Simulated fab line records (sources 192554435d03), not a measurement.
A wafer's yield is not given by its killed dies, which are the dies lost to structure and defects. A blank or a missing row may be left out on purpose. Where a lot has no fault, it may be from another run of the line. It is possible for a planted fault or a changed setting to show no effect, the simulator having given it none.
Problem report, 8D (eight disciplines) form, completed by code | flow n5Finfet | the parts of the form that need people (team, actions taken, sign-off) are left out

## 1. THE ISSUE
At N5_SD_EPI_P_EPI_MEAS_23, thkNm averages 1.4 nm over 6 wafers from 2 lots, while fault-free wafers read 61.0 nm, standard deviation 1.1. That puts it -54 standard deviations away from the usual mean.
Seen first at day 4 08:32 on filmMetro-02, wafer L860.3. At this step, 27 wafers from 9 lots have a number in the record. Rule for "out", or "out of limits": more than 4 standard deviations from the usual mean. All remaining wafers that have a number are taken as sound.

## 2. WHAT IT IS, AND WHAT IT ISN'T
question                    | is                     | is not
which readings at this step | thkNm                  | -
which lots                  | L860, L861             | L859, L870, L871, L872, L873, L875, L878
which wafers of those lots  | all that have a number | -
read on which gauges        | filmMetro-02           | filmMetro-01
when                        | from day 4 08:32       | up to then (3 sound wafers); but 18 sound wafers of L870, L871, L872, L873, L875, L878 came after

## 3. WHAT RULES OUT EACH SUSPECT
Counting: a tool stays on the suspect list if, at a process step up to the reading, it processed all lots that are out and no sound lot following the first of them.
- the gauge at N5_SD_EPI_P_EPI_MEAS_23 has been ruled out. All the wafers that are out were read on filmMetro-02, but those of them that N5_PASSIVATION_PROBE_49 has rows for are out there too, on other tools.
- aldSin-04 at N5_SPACER0_ALD_08 (deposits SiNx, target thk 2 nm): ruled out as a lasting fault. Following L860 (day 3 23:37), the first lot on it that is out, the sound lots L870, L871, L872, L875, L878 were run on it.
- rieDiel-01 at N5_SD_EPI_P_ETCH_37 (etches SOC in N2/H2, overetch 108 nm, time 486 s): ruled out as a lasting fault. Following L860 (day 4 05:03), the first lot on it that is out, the sound lots L870, L871, L872, L873, L875 were run on it.
- rieDiel-01 at N5_SD_EPI_P_ETCHBACK_46 (etches SiNx in CH3F/O2, stops on SiO2, target depth 17.5 nm): ruled out as a lasting fault. Following L860 (day 4 05:23), the first lot on it that is out, the sound lots L870, L871, L872, L873, L875 were run on it.
- plasmaAsher-02 at N5_SD_EPI_P_STRIP_40 (strips in N2/H2): ruled out as a lasting fault. Following L860 (day 4 05:49), the first lot on it that is out, the sound lots L870, L872, L873, L878 were run on it.
Left after counting: nothing in the record.

## 4. THE CAUSE (what the simulator had put in)
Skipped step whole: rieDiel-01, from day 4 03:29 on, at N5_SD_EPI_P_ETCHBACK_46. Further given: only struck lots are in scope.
The count ruled it out by mistake, since the rule takes a fault to strike every lot its tool runs from the start of the fault on, and this one did not do so.

## 5. THE CHAIN OF EFFECTS, in route order
Each row: a reading whose mean over the struck wafers that have a number lies more than 3 standard deviations from the usual. Readings are gone through only where the record gives a usual standard deviation; hours: the median, over the lots, of the time from a lot's start at the first step in this table giving one to that lot's start at this step; sigmas: the change measured in usual standard deviations.
hours | step                    | reading             | usual   | on struck wafers | change | sigmas
0     | N5_SD_EPI_P_EPI_MEAS_23 | thkNm               | 61.0 nm | 1.4              | -59.5  | -54
215   | N5_PASSIVATION_PROBE_49 | defectLimitedYield  | 91.1 %  | 0.0              | -91.1  | -70
215   | N5_PASSIVATION_PROBE_49 | killedAtFrontEnd    | 41      | 1118             | +1076  | +90
215   | N5_PASSIVATION_PROBE_49 | killedDies          | 105     | 1180             | +1075  | +72
215   | N5_PASSIVATION_PROBE_49 | killedOnRim         | 14      | 152              | +138   | +33
215   | N5_PASSIVATION_PROBE_49 | sort_bin_5_function | 5.3 %   | 96.9             | +91.6  | +99 or more
215   | N5_PASSIVATION_PROBE_49 | sortNPass           | 1075    | 0                | -1075  | -72
215   | N5_PASSIVATION_PROBE_49 | sortYieldPct        | 91.1 %  | 0.0              | -91.1  | -70
It contains these process steps:
- N5_PASSIVATION_PROBE_49
Readings that are blank on the struck wafers while sound wafers have them: CH3F_flow_sccm at N5_SD_EPI_P_ETCHBACK_46; O2_flow_sccm at N5_SD_EPI_P_ETCHBACK_46; drypumpMotorCurrentA at N5_SD_EPI_P_ETCHBACK_46; oesProductAu at N5_SD_EPI_P_ETCHBACK_46; rfVppV at N5_SD_EPI_P_ETCHBACK_46; showerheadPlenumPTorr at N5_SD_EPI_P_ETCHBACK_46; throttleValvePct at N5_SD_EPI_P_ETCHBACK_46.

## 6. WHAT WOULD HAVE CAUGHT IT SOONER
Counted from the fault's start at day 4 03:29, it took 5 hours until the first out-of-limits reading at a measuring or inspecting step in this record, taken at day 4 08:32.
At N5_SD_EPI_P_ETCHBACK_46 the tool's readings are blank on the struck wafers, where sound wafers have them: an empty tool record is the first sign, and it was there at once.
